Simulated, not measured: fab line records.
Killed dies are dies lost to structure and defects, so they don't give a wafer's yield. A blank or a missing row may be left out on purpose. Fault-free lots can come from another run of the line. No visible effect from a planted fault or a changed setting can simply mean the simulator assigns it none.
fab line records	flow n5_finfet
[record] lots = 11	wafers = 30	last_day = 17
route steps=1938 shown BEOL_M0@735 BEOL_M1@751 BEOL_M4@1111 PASSIVATION@1936
lots with no fault: from the same line, run without faults
start_h: hours from the record's opening day to when the first of the lot's shown wafers began	wait_h: hours elapsed since this lot's preceding step	" identical to the entry in the row above	L1.1+2: several wafers, shown together as one row	- either no value or no given start	* or withheld: withheld	< > ~ a bound
route shown NAME@n: names a module that has steps shown in the file, with the first one's number in the route	usual: mean and standard deviation over wafers with no fault	same: alike in all rows	chamber/n: place in a boat	sites: readings site by site	_std_site: how widely they spread, as a standard deviation	_edge_site: outer sites' mean less inner sites'	radius_mm: how far each site lies from the wafer's centre	mask NAME#n: copy n	behind: the most recent tool/chamber to have shaped the wafer	hold: why the lot went on hold/how many hours it stayed there/how the hold came to an end	device: whichever transistor did not switch (one of n, p or np)	end of line: the route-end tests of the same wafers	a step with no rows: only its recipe	killed: dies lost to structure and defects at the first sort, not the wafer's yield	map: shows each die of a wafer: x if killed, . if not, _ if none is there
set.NAME: the setting as run; set.NAME@STEP: as run at that earlier step	model.NAME: the simulator's own value behind a step, which no gauge read
route steps across a sampled set of lots; one table per step, one row per wafer
services: the hour from which a tool's chamber was out of use, counted from the record's first day as start_h (under 0 if before that day), plus the number of hours and why
[[steps]]
[step N5_BEOL_M0_ANNEAL_117]
[recipe] temp_c = 400	time_s = 60	ambient = vacuum
[usual] heater_power_w = 822/66
lot.wafer	tool	chamber	start_h	wait_h	heater_power_w
L592.4	pvd_sputter-02	-	123.06	0.0	820
L592.5	"	-	"	"	874
L592.6	"	-	"	"	807
L593.2	pvd_sputter-01	-	132.39	0.0	718
L593.3	"	-	"	"	843
L593.4	"	-	"	"	870
L595.2	pvd_sputter-03	-	138.10	0.0	791
L595.4	"	-	"	"	732
L595.5	"	-	"	"	735
L596.1	pvd_sputter-02	-	147.94	0.0	895
L596.2	"	-	"	"	825
L596.4	"	-	"	"	803
L600.1	pvd_sputter-03	-	174.50	0.0	815
L600.4	"	-	"	"	871
L603.3	pvd_sputter-02	-	191.40	0.0	807
L603.5	"	-	"	"	839
L608.3	pvd_sputter-02	-	213.88	0.0	803
L608.6	"	-	"	"	873
L609.1	pvd_sputter-01	-	221.65	0.0	719
L609.4	"	-	"	"	915
L609.5	"	-	"	"	884
L611.2	pvd_sputter-01	-	233.88	0.0	710
L611.4	"	-	"	"	874
L611.6	"	-	"	"	895
L612.1	pvd_sputter-01	-	238.78	0.0	835
L612.2	"	-	"	"	887
L612.6	"	-	"	"	869
L615.1	pvd_sputter-02	-	253.96	0.0	815
L615.3	"	-	"	"	820
L615.5	"	-	"	"	805
[step N5_BEOL_M0_ANNEAL_133]
[recipe] temp_c = 400	time_s = 60	ambient = vacuum
[usual] heater_power_w = 822/68
lot.wafer	tool	chamber	start_h	wait_h	heater_power_w
L592.4	pvd_sputter-02	-	123.18	0.0	836
L592.5	"	-	"	"	875
L592.6	"	-	"	"	789
L593.2	pvd_sputter-01	-	132.51	0.0	692
L593.3	"	-	"	"	838
L593.4	"	-	"	"	873
L595.2	pvd_sputter-03	-	138.22	0.0	821
L595.4	"	-	"	"	742
L595.5	"	-	"	"	760
L596.1	pvd_sputter-02	-	148.06	0.0	867
L596.2	"	-	"	"	836
L596.4	"	-	"	"	798
L600.1	pvd_sputter-03	-	174.62	0.0	813
L600.4	"	-	"	"	881
L603.3	pvd_sputter-02	-	191.52	0.0	823
L603.5	"	-	"	"	827
L608.3	pvd_sputter-02	-	214.00	0.0	802
L608.6	"	-	"	"	898
L609.1	pvd_sputter-01	-	221.77	0.0	707
L609.4	"	-	"	"	875
L609.5	"	-	"	"	908
L611.2	pvd_sputter-01	-	234.00	0.0	694
L611.4	"	-	"	"	914
L611.6	"	-	"	"	893
L612.1	pvd_sputter-01	-	238.90	0.0	847
L612.2	"	-	"	"	881
L612.6	"	-	"	"	874
L615.1	pvd_sputter-02	-	254.08	0.0	807
L615.3	"	-	"	"	798
L615.5	"	-	"	"	819
[step N5_BEOL_M0_RS_MEAS_126]
[recipe] thk_meas_gauge = four-point-probe	reads = Co_of_BEOL_M0_CO_CAP_123+Cu_of_BEOL_M0_ECD_118+Co_of_BEOL_M0_CVD_115+TaN_of_BEOL_M0_ALD_136
[usual] M0_RS = 0.534/0.02
lot.wafer	tool	chamber	start_h	wait_h	M0_RS[ohm/sq]
L592.4	film_metro-02	-	124.57	0.0	0.512
L592.5	"	-	"	"	0.494
L592.6	"	-	"	"	0.510
L593.2	film_metro-02	-	133.86	0.1	0.537
L593.3	"	-	"	"	0.527
L593.4	"	-	"	"	0.542
L595.2	film_metro-01	-	139.44	0.1	0.561
L595.4	"	-	"	"	0.539
L595.5	"	-	"	"	0.567
L596.1	film_metro-01	-	149.30	0.1	0.535
L596.2	"	-	"	"	0.529
L596.4	"	-	"	"	0.507
L600.1	film_metro-02	-	175.83	0.0	0.564
L600.4	"	-	"	"	0.544
L603.3	film_metro-02	-	192.97	0.1	0.555
L603.5	"	-	"	"	0.527
L608.3	film_metro-01	-	215.21	0.1	0.506
L608.6	"	-	"	"	0.530
L609.1	film_metro-01	-	223.00	0.0	0.563
L609.4	"	-	"	"	0.558
L609.5	"	-	"	"	0.540
L611.2	film_metro-01	-	235.20	0.1	0.558
L611.4	"	-	"	"	0.529
L611.6	"	-	"	"	0.548
L612.1	film_metro-02	-	240.10	0.0	0.546
L612.2	"	-	"	"	0.545
L612.6	"	-	"	"	0.544
L615.1	film_metro-01	-	255.31	0.0	0.534
L615.3	"	-	"	"	0.541
L615.5	"	-	"	"	0.525
[step N5_BEOL_M1_ILD_DEP_00]
[recipe] material = SiOC	target_thk_a = 790	temp_c = 350	precursor = DEMS/O2	pressure_torr = 5	rf_w = 500	time_s = 15.3
[usual] heater_power_w = 456/74	showerhead_plenum_p_Torr = 5.700/0.017	showerhead_vpp_V = 1387/51	throttle_valve_pct = 12.2/0.85
lot.wafer	tool	chamber	start_h	wait_h	heater_power_w	showerhead_plenum_p_Torr	showerhead_vpp_V	throttle_valve_pct
L592.4	pecvd-03	2	124.65	0.1	584	5.696	1400	11.5
L592.5	"	1	"	"	351	5.710	1321	11.1
L592.6	"	0	"	"	402	5.681	1410	13.5
L593.2	pecvd-01	0	133.93	0.0	432	5.742	1389	13.4
L593.3	"	1	"	"	459	5.707	1278	11.8
L593.4	"	2	"	"	439	5.711	1416	12.0
L595.2	pecvd-03	1	139.50	0.0	361	5.710	1367	11.1
L595.4	"	0	"	"	424	5.702	1410	13.4
L595.5	"	1	"	"	364	5.720	1335	11.2
L596.1	pecvd-03	2	149.36	0.0	525	5.682	1393	11.3
L596.2	"	0	"	"	460	5.697	1430	13.6
L596.4	"	1	"	"	363	5.695	1351	11.2
L600.1	pecvd-03	2	175.90	0.0	499	5.693	1365	11.7
L600.4	"	0	"	"	430	5.701	1405	13.3
L603.3	pecvd-03	1	193.03	0.0	367	5.692	1367	11.0
L603.5	"	2	"	"	591	5.690	1371	11.5
L608.3	pecvd-01	1	215.27	0.0	396	5.694	1276	12.2
L608.6	"	1	"	"	409	5.698	1293	12.0
L609.1	pecvd-01	0	223.07	0.0	464	5.724	1386	13.9
L609.4	"	0	"	"	472	5.732	1391	13.7
L609.5	"	0	"	"	457	5.744	1433	13.4
L611.2	pecvd-02	0	235.27	0.0	492	5.692	1433	11.7
L611.4	"	0	"	"	485	5.695	1470	11.8
L611.6	"	2	"	"	575	5.681	1455	11.9
L612.1	pecvd-02	1	240.17	0.0	476	5.695	1378	11.9
L612.2	"	2	"	"	506	5.678	1465	11.8
L612.6	"	0	"	"	610	5.696	1435	11.9
L615.1	pecvd-01	0	255.38	0.0	405	5.732	1385	13.5
L615.3	"	2	"	"	452	5.690	1434	12.3
L615.5	"	2	"	"	443	5.689	1442	12.7
[step N5_BEOL_M1_THK_MEAS_01]
[recipe] reads = SiOC_of_BEOL_M1_ILD_DEP_00
[usual] M1_ILD_THK = 78.7/0.92
lot.wafer	tool	chamber	start_h	wait_h	M1_ILD_THK[nm]
L592.4	film_metro-02	-	124.70	0.0	78.8
L592.5	"	-	"	"	78.4
L592.6	"	-	"	"	79.3
L593.2	film_metro-01	-	133.99	0.1	77.9
L593.3	"	-	"	"	79.2
L593.4	"	-	"	"	79.2
L595.2	film_metro-02	-	139.56	0.1	77.7
L595.4	"	-	"	"	78.5
L595.5	"	-	"	"	77.4
L596.1	film_metro-02	-	149.43	0.0	78.4
L596.2	"	-	"	"	78.1
L596.4	"	-	"	"	79.8
L600.1	film_metro-01	-	175.96	0.0	76.8
L600.4	"	-	"	"	111.6
L603.3	film_metro-02	-	193.10	0.1	111.8
L603.5	"	-	"	"	78.9
L608.3	film_metro-01	-	215.34	0.1	77.7
L608.6	"	-	"	"	79.8
L609.1	film_metro-02	-	223.15	0.1	77.7
L609.4	"	-	"	"	78.8
L609.5	"	-	"	"	79.2
L611.2	film_metro-01	-	235.33	0.1	78.4
L611.4	"	-	"	"	79.2
L611.6	"	-	"	"	79.6
L612.1	film_metro-02	-	240.23	0.0	78.4
L612.2	"	-	"	"	77.7
L612.6	"	-	"	"	79.0
L615.1	film_metro-01	-	255.44	0.0	78.5
L615.3	"	-	"	"	79.4
L615.5	"	-	"	"	80.3
[step N5_BEOL_M4_RC_MEAS_101]
[usual] DIBL_N = 36.1/1.5	DIBL_P = 36.1/1.9	IOFF_N = 0.159/0.029	IOFF_P = 0.21/0.038	ION_N = 675/11	ION_P = 464/8.1	SS_N = 71.5/0.57	SS_P = 73.3/0.64	VT_N = 249/3.1	VT_P = -250/3.8
lot.wafer	tool	chamber	start_h	wait_h	DIBL_N[mV/V]	DIBL_P[mV/V]	IOFF_N[nA/um]	IOFF_P[nA/um]	ION_N[uA/um]	ION_P[uA/um]	SS_N[mV/dec]	SS_P[mV/dec]	VT_N[mV]	VT_P[mV]
L592.4	prober-01	0	158.90	0.5	37.0	37.6	0.149	0.21	664	462	71.6	73.3	249	-251
L592.5	"	0	"	"	35.4	34.6	0.118	0.17	654	457	71.8	72.9	255	-254
L592.6	"	0	"	"	37.2	38.3	0.144	0.22	664	461	71.6	73.2	252	-251
L593.2	prober-01	0	174.34	0.2	36.9	35.9	0.156	0.20	667	456	71.5	72.8	250	-250
L593.3	"	0	"	"	36.2	35.2	0.148	0.19	675	457	71.4	73.0	251	-252
L593.4	"	0	"	"	36.3	34.8	0.152	0.18	658	453	71.5	72.6	253	-252
L595.2	prober-01	0	177.54	0.2	37.8	37.3	0.161	0.24	666	464	71.8	73.8	249	-246
L595.4	"	0	"	"	35.9	34.2	0.137	0.19	672	462	72.3	72.5	250	-249
L595.5	"	0	"	"	36.7	36.4	0.148	0.22	654	454	71.5	73.3	253	-247
L596.1	prober-02	0	192.89	0.1	34.6	34.7	0.141	0.19	683	467	70.9	72.6	250	-252
L596.2	"	0	"	"	36.3	36.2	0.157	0.21	676	466	72.1	73.3	249	-250
L596.4	"	0	"	"	35.7	35.8	0.162	0.21	677	469	71.3	72.5	249	-249
L600.1	prober-02	0	219.08	0.0	37.8	38.2	0.171	0.24	679	470	72.0	74.1	250	-249
L603.5	prober-01	0	227.34	0.6	36.3	36.1	0.173	0.26	686	468	70.9	73.7	246	-244
L608.3	prober-01	0	266.64	0.3	32.5	32.2	0.111	0.17	667	464	70.8	72.5	253	-254
L608.6	"	0	"	"	35.7	35.1	0.150	0.21	663	458	71.1	73.2	249	-248
L609.1	prober-01	0	269.52	0.0	35.6	37.1	0.150	0.19	663	457	71.3	73.5	253	-254
L609.4	"	0	"	"	36.9	37.5	0.166	0.19	676	460	72.4	73.6	248	-254
L609.5	"	0	"	"	36.6	37.7	0.169	0.20	675	457	72.3	73.7	251	-254
L611.2	prober-01	0	276.85	0.2	36.9	39.4	0.195	0.25	675	465	71.8	74.3	247	-247
L611.4	"	0	"	"	36.9	39.2	0.187	0.23	673	463	72.0	74.5	249	-252
L611.6	"	0	"	"	36.4	38.2	0.174	0.22	671	462	72.4	74.7	250	-248
L612.1	prober-01	0	281.30	0.0	37.1	36.9	0.177	0.26	686	476	72.1	73.8	245	-245
L612.2	"	0	"	"	36.9	37.2	0.184	0.28	691	481	71.4	73.1	248	-241
L612.6	"	0	"	"	38.5	39.3	0.213	0.31	702	479	72.2	73.5	244	-241
L615.1	prober-01	0	321.45	0.0	36.2	36.8	0.181	0.23	684	469	71.1	73.3	247	-247
L615.3	"	0	"	"	36.6	36.4	0.180	0.23	680	468	70.9	72.5	246	-248
L615.5	"	0	"	"	34.8	36.0	0.168	0.23	686	473	71.5	73.6	244	-247
[step N5_PASSIVATION_PROBE_49]
[usual] defect_limited_yield = 91.5/1.6	killed_at_M0_to_M3 = 33/10	killed_at_M4_up = 13/5.6	killed_at_contacts = 13/6	killed_at_front_end = 39/12	killed_at_other = 3.0/2.8	killed_dies = 101/19	killed_on_rim = 13/4	killed_open = 65/13	killed_short = 32/8.3	sort_bin_5_function = 5.0/1	sort_bin_6_memory = 3.1/0.69	sort_n_pass = 1079/19	sort_yield_pct = 91.5/1.6
[same] gross_dies = 1180	killed_at_back_side = 0	sort_bin_4_leakage[%] = 0	sort_bin_8_speed[%] = 0
lot.wafer	tool	chamber	start_h	wait_h	defect_limited_yield[%]	killed_at_M0_to_M3	killed_at_M4_up	killed_at_contacts	killed_at_front_end	killed_at_other	killed_dies	killed_on_rim	killed_open	killed_short	sort_bin_5_function[%]	sort_bin_6_memory[%]	sort_n_pass	sort_yield_pct[%]
L600.1	prober-02	-	315.71	0.0	91.9	25	10	21	39	0	95	11	68	22	4.8	2.7	1085	91.9
L600.4	prober-02	-	315.86	0.2	0	1115	14	15	36	0	1180	152	68	26	96.9	3.0	0	0
L603.3	prober-02	-	338.48	0.1	0	1136	11	6	27	0	1180	152	58	30	97.0	2.6	0	0
L603.5	prober-02	-	338.58	0.2	90.8	46	15	6	39	3	109	11	64	38	5.0	3.2	1071	90.8
// killed by level:class
L600.1 MOL_CONTACT_COAG:geometric_particle:open=20 STI_FIN_REVEAL:geometric_particle:open=16 BEOL_M0_SAQP:geometric_particle:open=9 BEOL_M0_SAQP:geometric_particle:short=7 FIN_SAQP:geometric_particle:short=5 FIN_SAQP:geometric_particle:open=4 DUMMY_GATE:geometric_particle:open=3 ILD0:geometric_particle:open=3
L600.4 BEOL_M1:area_etch=1082 MOL_CONTACT_COAG:geometric_particle:open=10 STI_FIN_REVEAL:geometric_particle:open=9 DUMMY_GATE:geometric_particle:open=8 BEOL_M1:geometric_particle:open=8 BEOL_M3:geometric_particle:open=6 ILD0:geometric_particle:open=5 BEOL_M4:geometric_particle:open=5
L603.3 BEOL_M1:area_etch=1090 BEOL_M0_SAQP:geometric_particle:open=12 BEOL_M0_SAQP:geometric_particle:short=10 BEOL_M1:geometric_particle:open=8 BEOL_M4:geometric_particle:open=7 FIN_SAQP:geometric_particle:short=6 BEOL_M2:geometric_particle:open=6 GATE_CUT:geometric_particle:short=5
L603.5 BEOL_M0_SAQP:geometric_particle:open=9 BEOL_M3:geometric_particle:open=8 BEOL_M4:geometric_particle:open=8 BEOL_M2:geometric_particle:open=7 HKMG_FIN:area_etch=6 BEOL_M1:geometric_particle:short=5 STI_FIN_REVEAL:geometric_particle:open=5 DUMMY_GATE:geometric_particle:open=5
[[services]]
tool	chamber	start_h	hours	kind
pecvd-03	0	104.07	2.1	scheduled_down
pecvd-02	-	123.70	1.1	repair
pecvd-01	-	123.82	1.4	repair
pecvd-02	2	135.92	18.3	repair
pecvd-02	1	178.61	2.1	scheduled_down
pecvd-01	2	217.11	6.5	repair
pecvd-03	0	218.77	14.6	repair
pecvd-03	-	232.87	3.7	repair
pecvd-01	-	252.22	2.3	repair
[[key]]
[first_sign] step = N5_BEOL_M1_THK_MEAS_01	reading = M1_ILD_THK	direction = up	sigmas = 36	usual = 78.7	struck = 111.7
[effect] step = N5_PASSIVATION_PROBE_49	reading = killed_at_M0_to_M3	direction = up	sigmas = 99+	usual = 33	struck = 1126
[more_kills_born_at] N5_BEOL_M1_ETCH_41@rie_diel-04 = 1090	N5_BEOL_M1_ETCH_41@rie_diel-05 = 1082
met_at N5_BEOL_M1_ILD_DEP_00
struck_lots L600,L603
struck_wafers L600.4,L603.3
later_rows_left_out L600.4,L603.3
not_acting_at N5_BEOL_M0_ANNEAL_117,N5_BEOL_M0_ANNEAL_133,N5_BEOL_M0_RS_MEAS_126
onset_between 149.36 175.90
[fault] kind = process_parameter_drift	tool = pecvd-03	chamber = -	onset_h = 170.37	steps = N5_BEOL_M1_ILD_DEP_00	channel = time_s	offset = *	shape = step	end_h = 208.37	scope = struck_wafers_only	acts_in = *	stated = *
// later_rows_left_out: the simulator's readings of these wafers behind a module that went badly wrong aren't trusted and aren't shown, but for the sort
